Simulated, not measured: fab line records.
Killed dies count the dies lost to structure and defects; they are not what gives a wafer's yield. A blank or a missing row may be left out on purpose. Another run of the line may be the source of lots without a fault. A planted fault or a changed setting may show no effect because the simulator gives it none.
Which tool did it? ; flow nandHarc ; 36 wafers from 12 lots sampled at 4 of the route's 1302 steps

WHAT THE GAUGES SHOWED, per wafer
NHARC_P_M2_INSPECT_27.
lot;measured;on;rawDefectCount
L074;day 6 16:26;defectInspect-02;160 420 258
L077;day 7 17:28;defectInspect-02;205 136 281
L079;day 8 14:02;defectInspect-01;430 328 374
L081;day 9 11:50;defectInspect-02;330 394 248
L083;day 10 10:50;defectInspect-01;449 417 410
L085;day 11 06:24;defectInspect-02;265 187 194
L087;day 12 15:41;defectInspect-02;498 673 503
L088;day 12 18:42;defectInspect-01;289 391 525
L091;day 13 10:01;defectInspect-01;170 126 205
L093;day 14 08:24;defectInspect-01;177 439 294
L095;day 15 04:23;defectInspect-02;234 266 414
L097;day 15 21:28;defectInspect-02;253 264 172

WHAT TOOL EACH LOT RAN ON (gives the tool, then ch and the chambers of the sampled wafers, and finally the start)
lot;NHARC_P_M0_ETCH_34;NHARC_P_M2_ETCH_35;NHARC_P_M2_PRE_CLEAN_30
L074;rieDiel-02 ch 0,1,2, day 6 05:20;rieDiel-01 ch 1,2,3, day 6 13:28;pvdSputter-01, day 6 16:26 or earlier
L077;rieDiel-12 ch 0,1,2, day 7 06:29;rieDiel-07 ch 0,1, day 7 14:59;pvdSputter-01, day 7 17:28 or earlier
L079;rieDiel-12 ch 0,1,3, day 8 03:16;rieDiel-07 ch 2,3, day 8 11:29;pvdSputter-03, day 8 14:02 or earlier
L081;rieDiel-13 ch 1,2,3, day 9 00:55;rieDiel-03 ch 0,3, day 9 09:20;pvdSputter-02, day 9 11:50 or earlier
L083;rieDiel-12 ch 0,1,2, day 10 00:13;rieDiel-07 ch 0,1, day 10 08:21;pvdSputter-02, day 10 10:50 or earlier
L085;rieDiel-02 ch 0,1,2, day 10 18:58;rieDiel-07 ch 0,2,3, day 11 03:22;pvdSputter-01, day 11 06:24 or earlier
L087;rieDiel-13 ch 0,1, day 12 05:04;rieDiel-07 ch 0,1, day 12 13:10;pvdSputter-03, day 12 15:41 or earlier
L088;rieDiel-02 ch 0,1,2, day 12 08:05;rieDiel-07 ch 0,1,3, day 12 16:13;pvdSputter-01, day 12 18:42 or earlier
L091;rieDiel-12 ch 1,2, day 12 23:26;rieDiel-01 ch 0,1,2, day 13 07:32;pvdSputter-01, day 13 10:01 or earlier
L093;rieDiel-02 ch 0,2,3, day 13 21:43;rieDiel-01 ch 0,1, day 14 05:55;pvdSputter-02, day 14 08:24 or earlier
L095;rieDiel-13 ch 0,3, day 14 17:38;rieDiel-01 ch 0,1,3, day 15 01:52;pvdSputter-01, day 15 04:23 or earlier
L097;rieDiel-12 ch 0,2, day 15 10:29;rieDiel-03 ch 0,1,2, day 15 18:56;pvdSputter-01, day 15 21:28 or earlier
- NHARC_P_M0_ETCH_34: etches the open film in N2/H2, target depth 40 nm, overetch 12 nm, time 43.94 s.
- NHARC_P_M2_ETCH_35: etches the open film in N2/H2, target depth 40 nm, overetch 12 nm, time 43.94 s.
- NHARC_P_M2_PRE_CLEAN_30: time 30 s.

THE ANSWER, worked out from the rows above alone
Rule: usual is defined by the lots themselves. The widest of any qualifying gaps counts: lots, ordered by their means at a reading, are off when they make up no more than a third of the lots, leave a main group of 4 or more, and stand apart from it by 3 or more times the standard deviation of that group's means. A main group whose means are all the same, to the digits that the tables above print for the reading, isn't used. Also off: a lot with no number at a reading for which 4 or more lots have one. Any other lot the step has rows for is counted as sound.
No lot is off at any reading shown: from this, nothing can be told.

WHAT THE SIMULATOR PUT IN
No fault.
